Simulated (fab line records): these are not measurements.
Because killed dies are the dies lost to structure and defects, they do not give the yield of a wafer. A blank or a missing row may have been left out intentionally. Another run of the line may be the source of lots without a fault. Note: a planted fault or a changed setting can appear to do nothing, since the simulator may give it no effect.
fab line records	flow n5_finfet
record lots=11	wafers=33	last_day=19
route steps=1938 shown SDB@365 DUMMY_REMOVAL@377 PASSIVATION@1936
lots that met no fault: from a run of the same line without faults
start_h: hours from the record's opening day to when the first of the lot's shown wafers began	wait_h: hours elapsed since this lot's preceding step	" repeats the value in the row above	L1.1+2: a row that stands for several wafers	- no value present, or no start provided	* or withheld: withheld	< > ~ a bound
route shown NAME@n: a module of which the file shows steps, and the number in the route of the first	usual: the fault-free wafers' mean and standard deviation	same: alike in all rows	chamber/n: place in a boat	sites: the reading at each site	_std_site: how widely they spread, as a standard deviation	_edge_site: the outer-site mean with the inner-site mean subtracted	radius_mm: for every site, how far away it sits from the centre of the wafer	mask NAME#n: copy n	behind: the tool/chamber that last shaped the wafer	hold: why the lot was held/for how many hours/how that ended	device: the n, p or np transistor that did not switch	end of line: the same wafers' tests at the end of the route	a step with no rows: only its recipe	killed: dies that structure and defects cost at the first sort, which is not the same as the wafer's yield	map: a wafer's dies, x killed, . not, _ none there
set.NAME: setting as actually run; set.NAME@STEP: the setting as run at that earlier step	model.NAME: the simulator's own value behind a step, which no gauge read
the route's steps for a sample of lots (tables are steps, rows are wafers)
services: a tool's chamber out of use, with start hour (start_h, from the record's first day; less than 0 if before it), hours out, and reason
## steps
# step N5_SDB_STRIP_22
# recipe chemistry=N2/H2	power_w=1000	temp_c=250	h2_frac=0.65	overash_fraction=0.3	pressure_mtorr=withheld	n2_flow_sccm=1750	h2_flow_sccm=3250
# usual drypump_motor_current_A=5.6/0.43	heater_power_w=332/20	oes_product_au=0.715/0.0045	strip_time_to_endpoint_s=96.4/0.36
lot.wafer	tool	chamber	start_h	wait_h	drypump_motor_current_A	heater_power_w	oes_product_au	rf_hours_counter_h	strip_time_to_endpoint_s
L837.2	plasma_asher-01	1	74.37	0.1	6.2	348	0.714	78	96.9
L837.3	"	1	"	"	6.1	335	0.706	-	96.4
L837.5	"	1	"	"	6.2	351	0.709	-	96.6
L841.1	plasma_asher-01	1	97.70	0.1	6.2	343	0.715	82	96.2
L841.3	"	0	"	"	5.5	306	0.712	-	95.8
L841.6	"	1	"	"	6.2	350	0.720	-	95.9
L847.1	plasma_asher-02	1	133.28	0.1	5.1	354	0.720	56	96.5
L847.3	"	1	"	"	5.1	347	0.705	-	96.2
L847.6	"	1	"	"	5.1	351	0.718	-	96.1
L848.1	plasma_asher-01	0	140.98	0.1	5.4	308	0.711	91	96.8
L848.3	"	1	"	"	6.2	350	0.716	-	96.3
L848.5	"	1	"	"	6.2	345	0.713	-	96.2
L849.2	plasma_asher-02	0	145.51	0.1	5.2	321	0.715	58	95.7
L849.5	"	0	"	"	5.2	331	0.713	-	95.7
L849.6	"	1	"	"	5.1	354	0.710	-	96.2
L853.1	plasma_asher-01	0	167.00	0.1	5.5	309	0.713	96	96.7
L853.4	"	1	"	"	6.2	358	0.715	-	96.1
L853.6	"	0	"	"	5.5	304	0.714	-	96.2
L854.2	plasma_asher-02	0	172.95	0.1	5.2	321	0.711	63	96.3
L854.3	"	0	"	"	5.2	325	0.715	-	96.6
L854.6	"	0	"	"	5.2	322	0.708	-	96.3
L855.1	plasma_asher-01	1	182.33	0.1	6.2	345	0.722	99	96.5
L855.3	"	0	"	"	5.5	316	0.715	-	96.8
L855.5	"	0	"	"	5.5	305	0.710	-	96.6
L856.1	plasma_asher-02	0	183.63	0.1	5.2	324	0.716	65	96.2
L856.2	"	1	"	"	5.1	356	0.708	65	97.1
L856.5	"	0	"	"	5.2	326	0.716	-	96.8
L858.1	plasma_asher-01	1	196.58	0.1	6.2	350	0.713	102	96.5
L858.3	"	1	"	"	6.2	353	0.725	-	96.2
L858.4	"	0	"	"	5.5	309	0.710	-	95.8
L859.1	plasma_asher-01	1	207.76	0.1	6.2	347	0.715	105	96.2
L859.3	"	0	"	"	5.5	310	0.717	-	96.0
L859.6	"	1	"	"	6.2	341	0.722	-	96.3
# step N5_SDB_INSPECT_36
# recipe inspect_instrument=darkfield	mode=post_cmp
# usual raw_defect_count=41/19
lot.wafer	tool	chamber	start_h	wait_h	raw_defect_count
L837.2	defect_inspect-01	-	78.31	0.0	39
L837.3	"	-	"	"	41
L837.5	"	-	"	"	26
L841.1	defect_inspect-02	-	101.23	0.0	58
L841.3	"	-	"	"	48
L841.6	"	-	"	"	37
L847.1	defect_inspect-01	-	137.01	0.0	46
L847.3	"	-	"	"	35
L847.6	"	-	"	"	42
L848.1	defect_inspect-01	-	144.52	0.0	40
L848.3	"	-	"	"	44
L848.5	"	-	"	"	51
L849.2	defect_inspect-01	-	149.05	0.0	24
L849.5	"	-	"	"	18
L849.6	"	-	"	"	25
L853.1	defect_inspect-02	-	170.83	0.0	8
L853.4	"	-	"	"	19
L853.6	"	-	"	"	12
L854.2	defect_inspect-01	-	176.69	0.0	45
L854.3	"	-	"	"	42
L854.6	"	-	"	"	40
L855.1	defect_inspect-01	-	186.84	0.0	29
L855.3	"	-	"	"	31
L855.5	"	-	"	"	31
L856.1	defect_inspect-02	-	187.34	0.0	80
L856.2	"	-	"	"	61
L856.5	"	-	"	"	50
L858.1	defect_inspect-01	-	200.16	0.0	83
L858.3	"	-	"	"	56
L858.4	"	-	"	"	61
L859.1	defect_inspect-02	-	211.33	0.0	31
L859.3	"	-	"	"	40
L859.6	"	-	"	"	55
# step N5_DUMMY_REMOVAL_HM_STRIP_01
# recipe chemistry=CH3F/O2	material=SiNx	target_depth_a=40	stop_on=poly-Si	time_s=6.8	over_etch_frac=0.3	ion_energy_ev=60	power_w=410	bias_w=29	Ar_flow_sccm=150	CH3F_flow_sccm=30	O2_flow_sccm=20
# usual drypump_motor_current_A=5.9/0.41	oes_product_au=0.61/0.043	rf_vpp_V=127.3/0.95	showerhead_plenum_p_Torr=2.01/0.069	throttle_valve_pct=16.43/0.2
lot.wafer	tool	chamber	start_h	wait_h	drypump_motor_current_A	oes_product_au	rf_hours_counter_h	rf_vpp_V	showerhead_plenum_p_Torr	throttle_valve_pct
L837.2	rie_diel-04	1	78.35	0.0	6.1	0.66	93	127.8	1.93	16.56
L837.3	"	0	"	"	5.9	0.57	188	127.9	2.09	16.26
L837.5	"	0	"	"	5.9	0.58	-	126.7	2.09	16.29
L841.1	rie_diel-04	1	101.27	0.0	6.2	0.65	96	127.2	1.93	16.56
L841.3	"	0	"	"	5.9	0.58	192	127.5	2.09	16.28
L841.6	"	3	"	"	5.9	0.61	-	126.7	2.01	16.47
L847.1	rie_diel-04	1	137.11	0.1	6.1	0.66	107	127.2	1.93	16.58
L847.3	"	0	"	"	5.9	0.57	203	127.1	2.08	16.30
L847.6	"	1	"	"	6.1	0.64	-	126.2	1.93	16.59
L848.1	rie_diel-04	3	144.55	0.0	5.9	0.60	158	127.6	2.00	16.52
L848.3	"	0	"	"	5.9	0.57	205	127.0	2.08	16.30
L848.5	"	1	"	"	6.1	0.65	-	128.1	1.93	16.58
L849.2	rie_diel-03	3	149.08	0.0	6.4	0.70	56	127.7	1.95	16.18
L849.5	"	2	"	"	4.7	0.63	-	129.2	2.09	16.72
L849.6	"	1	"	"	6.1	0.60	-	127.5	2.07	16.52
L853.1	rie_diel-01	3	171.03	0.2	6.2	0.60	170	126.5	2.08	16.12
L853.4	"	1	"	"	6.2	0.58	-	125.7	1.91	16.54
L853.6	"	3	"	"	6.2	0.60	-	127.1	2.08	16.14
L854.2	rie_diel-01	1	176.72	0.0	6.3	0.57	188	127.9	1.91	16.53
L854.3	"	1	"	"	6.3	0.59	-	126.6	1.91	16.52
L854.6	"	1	"	"	6.3	0.58	-	126.4	1.91	16.54
L855.1	rie_diel-04	1	186.88	0.0	6.1	0.63	122	126.9	1.92	16.61
L855.3	"	3	"	"	5.9	0.60	171	127.6	2.00	16.52
L855.5	"	0	"	"	5.9	0.56	-	127.7	2.08	16.34
L856.1	rie_diel-01	1	187.38	0.0	6.3	0.58	192	125.3	1.91	16.54
L856.2	"	2	"	"	5.7	0.62	166	126.9	2.08	16.55
L856.5	"	1	"	"	6.3	0.58	-	126.2	1.91	16.56
L858.1	rie_diel-01	0	200.19	0.0	6.1	0.76	4	127.3	1.97	15.86
L858.3	"	3	"	"	6.2	0.60	173	127.3	2.08	16.14
L858.4	"	1	"	"	6.2	0.58	194	126.1	1.91	16.56
L859.1	rie_diel-01	0	211.37	0.0	6.2	0.75	7	126.2	1.97	15.87
L859.3	"	3	"	"	6.2	0.60	176	126.8	2.08	16.14
L859.6	"	3	"	"	6.2	0.60	-	127.8	2.08	16.15
# step N5_DUMMY_REMOVAL_PRECLEAN_08
# recipe chemistry=NF3:NH3	afs_cycles=2	temp_c=30	time_s=20	sublimation_temp_c=180	sublimation_time_s=60	pressure_torr=3	rf_power_w=30
# usual afs_cycles=2/0	pressure_torr=2.999/0.006
lot.wafer	tool	chamber	start_h	wait_h	afs_cycles	pressure_torr
L837.2	remote_plasma-02	0	78.61	0.1	2	3.005
L837.3	"	0	"	"	2	3.007
L837.5	"	0	"	"	2	3.001
L841.1	remote_plasma-01	0	101.50	0.0	2	2.994
L841.3	"	0	"	"	2	3.008
L841.6	"	0	"	"	2	3.013
L847.1	remote_plasma-02	0	137.35	0.0	-	-
L847.3	"	0	"	"	-	-
L847.6	"	0	"	"	-	-
L848.1	remote_plasma-02	0	144.78	0.0	-	-
L848.3	"	0	"	"	-	-
L848.5	"	0	"	"	-	-
L849.2	remote_plasma-01	1	149.35	0.1	-	-
L849.5	"	1	"	"	-	-
L849.6	"	1	"	"	-	-
L853.1	remote_plasma-01	0	171.26	0.0	2	3.000
L853.4	"	0	"	"	2	2.993
L853.6	"	0	"	"	2	3.001
L854.2	remote_plasma-02	0	177.04	0.1	2	3.001
L854.3	"	0	"	"	2	2.997
L854.6	"	0	"	"	2	3.001
L855.1	remote_plasma-01	1	187.11	0.0	2	3.003
L855.3	"	1	"	"	2	2.990
L855.5	"	1	"	"	2	2.999
L856.1	remote_plasma-02	1	187.61	0.0	2	2.994
L856.2	"	1	"	"	2	2.995
L856.5	"	1	"	"	2	2.994
L858.1	remote_plasma-02	0	200.42	0.0	2	3.009
L858.3	"	0	"	"	2	3.003
L858.4	"	0	"	"	2	3.010
L859.1	remote_plasma-02	0	211.60	0.0	2	3.003
L859.3	"	0	"	"	2	2.999
L859.6	"	0	"	"	2	2.988
# step N5_PASSIVATION_PROBE_49
# usual defect_limited_yield=91.6/1.4	killed_at_M0_to_M3=33/10	killed_at_M4_up=13/5.3	killed_at_contacts=13/5.9	killed_at_front_end=36/12	killed_at_other=4/3.1	killed_dies=99/16	killed_open=65/13	killed_short=32/7.3	sort_bin_5_function=4.9/0.9	sort_bin_6_memory=3.1/0.66	sort_bin_8_speed=0.0/0.42	sort_n_pass=1081/17	sort_yield_pct=91.6/1.4
# same gross_dies=1180	killed_at_back_side=0	sort_bin_4_leakage[%]=0
lot.wafer	tool	chamber	start_h	wait_h	defect_limited_yield[%]	killed_at_M0_to_M3	killed_at_M4_up	killed_at_contacts	killed_at_front_end	killed_at_other	killed_dies	killed_open	killed_short	sort_bin_5_function[%]	sort_bin_6_memory[%]	sort_bin_8_speed[%]	sort_n_pass	sort_yield_pct[%]
L849.2	prober-02	-	365.97	0.1	90.8	37	20	12	37	2	108	83	24	6.4	2.6	90.8	0	0
L849.5	prober-02	-	366.12	0.2	92.4	19	13	15	38	5	90	63	25	4.2	3.1	92.4	0	0
L849.6	prober-02	-	366.17	0.3	90.3	28	15	13	58	1	115	77	31	5.9	3.0	90.3	0	0
L847.1	prober-02	-	379.39	0.0	87.4	52	11	9	72	5	149	106	43	7.2	5.0	87.4	0	0
L847.3	prober-02	-	379.49	0.1	89.3	30	6	8	80	2	126	76	34	5.3	3.6	89.3	0	0
L847.6	prober-02	-	379.64	0.3	90.5	31	11	9	52	9	112	80	31	5.7	3.6	90.5	0	0
L848.1	prober-02	-	385.20	0.0	91.0	28	16	11	49	2	106	73	33	5.0	3.6	91.0	0	0
L848.3	prober-02	-	385.30	0.1	91.4	24	18	13	43	3	101	66	29	5.5	2.4	91.4	0	0
L848.5	prober-02	-	385.40	0.2	92.1	33	8	9	41	2	93	56	36	4.9	2.9	92.1	0	0
L853.1	prober-02	-	394.04	0.0	93.6	19	19	10	25	2	75	57	18	4.5	1.8	0	1105	93.6
L853.4	prober-02	-	394.19	0.2	94.2	13	23	7	23	2	68	48	19	3.3	2.1	0	1112	94.2
L853.6	prober-02	-	394.29	0.3	93.4	21	8	6	38	5	78	49	29	3.8	2.5	0	1102	93.4
L854.3	prober-01	-	404.38	0.1	92.6	22	16	13	31	5	87	56	27	4.5	2.4	0	1093	92.6
L859.1	prober-01	-	447.76	0.0	91.5	34	10	18	26	12	100	68	31	5.5	2.7	0	1080	91.5
L859.3	prober-01	-	447.86	0.1	92.5	41	12	14	20	2	89	65	24	5.0	2.0	4.9	1033	87.5
L859.6	prober-01	-	448.01	0.3	90.8	42	13	21	32	0	108	76	29	5.0	4.0	0	1072	90.8
# killed by level:class
L849.2 BEOL_M3:geometric_particle:open=14 MOL_CONTACT_COAG:geometric_particle:open=12 BEOL_M4:geometric_particle:open=10 BEOL_M0_SAQP:geometric_particle:open=9 GATE_CUT:geometric_particle:open=8 GATE_CUT:geometric_particle:short=7 DUMMY_GATE:geometric_particle:open=5 FIN_SAQP:geometric_particle:open=4
L849.5 MOL_CONTACT_COAG:geometric_particle:open=13 BEOL_M4:geometric_particle:open=9 FIN_SAQP:geometric_particle:short=8 FIN_SAQP:geometric_particle:open=7 DUMMY_GATE:geometric_particle:open=6 STI_FIN_REVEAL:geometric_particle:open=5 BEOL_M0:geometric_particle:open=5 BEOL_M3:geometric_particle:open=5
L849.6 FIN_SAQP:geometric_particle:open=18 BEOL_M3:geometric_particle:open=14 FIN_SAQP:geometric_particle:short=11 DUMMY_GATE:geometric_particle:open=9 MOL_CONTACT_COAG:geometric_particle:open=9 STI_FIN_REVEAL:geometric_particle:open=7 BEOL_M3:geometric_particle:short=7 BEOL_M4:geometric_particle:open=7
L847.1 FIN_SAQP:geometric_particle:open=22 STI_FIN_REVEAL:geometric_particle:open=21 FIN_SAQP:geometric_particle:short=14 BEOL_M2:geometric_particle:open=14 MOL_CONTACT_COAG:geometric_particle:open=9 BEOL_M0_SAQP:geometric_particle:short=7 BEOL_M1:geometric_particle:open=7 BEOL_M3:geometric_particle:open=7
L847.3 FIN_SAQP:geometric_particle:open=22 STI_FIN_REVEAL:geometric_particle:open=17 HKMG_FIN:area_etch=15 FIN_SAQP:geometric_particle:short=14 BEOL_M3:geometric_particle:open=7 BEOL_M0_SAQP:geometric_particle:open=5 BEOL_M1:geometric_particle:open=4 STARTING-WAFER:geometric_particle:open=4
L847.6 FIN_SAQP:geometric_particle:open=20 FIN_SAQP:geometric_particle:short=12 STI_FIN_REVEAL:geometric_particle:open=7 MOL_CONTACT_COAG:geometric_particle:open=7 BEOL_M2:geometric_particle:open=6 BEOL_M1:geometric_particle:open=5 BEOL_M3:geometric_particle:open=5 MIM_TOP_ETCH:geometric_particle:open=5
L848.1 FIN_SAQP:geometric_particle:open=21 BEOL_M2:geometric_particle:open=9 MOL_CONTACT_COAG:geometric_particle:open=7 DUMMY_GATE:geometric_particle:open=7 FIN_SAQP:geometric_particle:short=6 BEOL_M0_SAQP:geometric_particle:open=6 BEOL_M0_SAQP:geometric_particle:short=6 BEOL_M4:geometric_particle:open=6
L848.3 FIN_SAQP:geometric_particle:open=13 MOL_CONTACT_COAG:geometric_particle:open=10 BEOL_M0_SAQP:geometric_particle:open=7 BEOL_M4:geometric_particle:open=7 HKMG_FIN:area_etch=6 DUMMY_GATE:geometric_particle:open=5 BEOL_M0_SAQP:geometric_particle:short=5 BEOL_M7:geometric_particle:open=4
L848.5 FIN_SAQP:geometric_particle:short=9 FIN_SAQP:geometric_particle:open=9 BEOL_M0_SAQP:geometric_particle:short=9 MOL_CONTACT_COAG:geometric_particle:open=8 BEOL_M2:geometric_particle:open=8 GATE_CUT:geometric_particle:short=6 STARTING-WAFER:geometric_particle:open=6 BEOL_M0_SAQP:geometric_particle:open=5
L853.1 BEOL_M4:geometric_particle:open=11 FIN_SAQP:geometric_particle:open=10 MOL_CONTACT_COAG:geometric_particle:open=9 STI_FIN_REVEAL:geometric_particle:open=5 BEOL_M0_SAQP:geometric_particle:open=5 BEOL_M3:geometric_particle:open=5 BEOL_M0_SAQP:geometric_particle:short=3 BEOL_M1:geometric_particle:open=3
L853.4 BEOL_M4:geometric_particle:open=14 STI_FIN_REVEAL:geometric_particle:open=6 BEOL_M3:geometric_particle:open=6 FIN_SAQP:geometric_particle:open=5 MOL_CONTACT_COAG:geometric_particle:open=5 BEOL_M4:geometric_particle:short=3 FIN_SAQP:geometric_particle:short=2 ILD0:geometric_particle:open=2
L853.6 FIN_SAQP:geometric_particle:open=12 BEOL_M0_SAQP:geometric_particle:open=10 STI_FIN_REVEAL:geometric_particle:open=6 BEOL_M0_SAQP:geometric_particle:short=6 STI_FIN_REVEAL:geometric_particle:short=4 DUMMY_GATE:geometric_particle:open=4 MOL_CONTACT_COAG:geometric_particle:open=3 MOL_CONTACT_COAG:geometric_particle:short=3
L854.3 MOL_CONTACT_COAG:geometric_particle:open=12 GATE_CUT:geometric_particle:open=8 BEOL_M3:geometric_particle:open=7 BEOL_M0_SAQP:geometric_particle:open=6 BEOL_M4:geometric_particle:open=6 BEOL_M4:geometric_particle:short=4 STI_FIN_REVEAL:geometric_particle:open=3 GATE_CUT:geometric_particle:short=3
L859.1 MOL_CONTACT_COAG:geometric_particle:open=15 BEOL_M1:geometric_particle:open=8 STI_FIN_REVEAL:geometric_particle:open=7 GATE_CUT:geometric_particle:short=7 BEOL_M0_SAQP:geometric_particle:short=6 BEOL_M2:geometric_particle:open=6 BEOL_M3:geometric_particle:open=5 FIN_SAQP:geometric_particle:short=4
L859.3 MOL_CONTACT_COAG:geometric_particle:open=12 BEOL_M1:geometric_particle:open=10 BEOL_M0_SAQP:geometric_particle:open=9 BEOL_M2:geometric_particle:open=8 BEOL_M0_SAQP:geometric_particle:short=7 BEOL_M4:geometric_particle:open=6 GATE_CUT:geometric_particle:short=6 GATE_CUT:geometric_particle:open=5
L859.6 MOL_CONTACT_COAG:geometric_particle:open=17 BEOL_M1:geometric_particle:open=10 BEOL_M2:geometric_particle:open=9 FIN_SAQP:geometric_particle:open=6 DUMMY_GATE:geometric_particle:open=6 BEOL_M0:geometric_particle:open=6 BEOL_M0_SAQP:geometric_particle:short=5 BEOL_M4:geometric_particle:open=5
## services
tool	chamber	start_h	hours	kind
rie_diel-04	2	115.56	19.2	repair
rie_diel-01	3	139.01	5.3	repair
rie_diel-04	2	153.49	7.9	repair
rie_diel-03	2	154.27	4.0	repair
rie_diel-01	0	162.16	-	clean
rie_diel-01	0	162.16	-	consumable_replace:focus_ring
rie_diel-01	0	162.16	22.8	scheduled_down
rie_diel-01	0	162.16	22.8	vent_cycle
rie_diel-04	2	172.44	-	clean
rie_diel-04	2	172.44	-	consumable_replace:focus_ring
rie_diel-01	3	175.59	15.8	repair
rie_diel-03	-	179.33	2.8	pm
rie_diel-04	2	200.78	4.9	repair
rie_diel-04	0	210.17	13.3	repair
## key
first_sign step=N5_DUMMY_REMOVAL_PRECLEAN_08	reading=tool_record	direction=missing
effect step=N5_PASSIVATION_PROBE_49	reading=sort_bin_8_speed	direction=up	sigmas=99+	usual=0.0	struck=90.6
met_at N5_DUMMY_REMOVAL_PRECLEAN_08
struck_lots L847,L848,L849
baseline_loss step=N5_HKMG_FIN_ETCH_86	wafers=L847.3
not_acting_at N5_SDB_STRIP_22,N5_SDB_INSPECT_36,N5_DUMMY_REMOVAL_HM_STRIP_01
onset_between 101.50 137.35
fault kind=skipped_step_whole	tool=remote_plasma-01,remote_plasma-02	chamber=-	onset_h=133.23	steps=N5_DUMMY_REMOVAL_PRECLEAN_08	scope=struck_lots_only
# baseline_loss: these wafers lose ten dies or more at that step, a loss of the line's own and not of a fault; the sort's usual values leave them out
